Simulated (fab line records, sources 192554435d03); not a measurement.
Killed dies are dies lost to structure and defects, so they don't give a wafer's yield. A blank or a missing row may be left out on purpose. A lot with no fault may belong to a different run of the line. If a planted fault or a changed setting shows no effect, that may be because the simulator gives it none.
Matching of chambers    flow n5Finfet    N5_GATE_CUT_SAC_CAP_01 on aldSin-03 has 4 sister chambers
The step material SiNx, target thk 24 nm, pulse time 1 s, ald cycles 480. 22 wafers are shown with their chamber, then 11 later ones without.

EACH WAFER AND ITS CHAMBER
wafer   chamber  heaterPowerW (W)  precursorPulseHeightRel
L076.1  2        546               1.048
L076.3  0        830               0.971
L076.5  3        724               0.977
L079.3  0        821               1.005
L079.5  0        797               1.046
L079.6  1        782               0.983
L081.3  3        725               0.991
L081.4  2        546               1.019
L081.5  3        716               0.991
L082.2  3        706               1.037
L082.3  1        758               1.005
L082.6  3        741               1.010
L084.1  1        767               1.003
L084.3  2        550               0.986
L084.5  2        548               1.012
L085.1  2        562               1.017
L085.3  1        780               1.002
L085.4  0        833               0.952
L088.2  0        823               0.991
L088.5  3        732               1.020
L088.6  0        834               0.994
L091.2  2        557               0.977

SIGNATURES, as means of the wafers listed above
reading                  chamber 0  chamber 1  chamber 2  chamber 3  scatter within a chamber
heaterPowerW             823.00     771.75     551.50     724.00     11.3
precursorPulseHeightRel  0.99317    0.99825    1.00983    1.00433    0.0249
Rule: for each reading, subtract the chamber's mean from the wafer's reading, divide by that reading's scatter and square the result; add these up over the readings and take the root, which gives the wafer's distance from the chamber. The wafer belongs to the nearest chamber; if the next one is less than 2 further off, it can't be placed. The scatter: take each reading less its chamber's mean, square it, sum over the shown wafers, divide by the number of wafers less the number of chambers, and take the root.

WAFERS WITHOUT THEIR CHAMBER
wafer   heaterPowerW (W)  precursorPulseHeightRel
L091.5  786               0.978
L091.6  827               1.009
L093.1  548               1.036
L093.2  772               0.993
L093.6  560               0.990
L094.1  548               0.995
L094.4  792               0.974
L094.5  774               0.963
L097.2  838               1.030
L097.3  553               1.028
L097.5  713               1.002

EACH ONE'S CHAMBER
wafer   from the rows above      in truth
L091.5  can't be placed: 1 or 0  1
L091.6  0                        0
L093.1  2                        2
L093.2  1                        1
L093.6  2                        2
L094.1  2                        2
L094.4  can't be placed: 1 or 0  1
L094.5  1                        1
L097.2  0                        0
L097.3  2                        2
L097.5  3                        3
Correctly placed: 9 of 11. These rows do not allow placing 2 (true chamber among the candidates in 2). Number placed wrongly: 0.
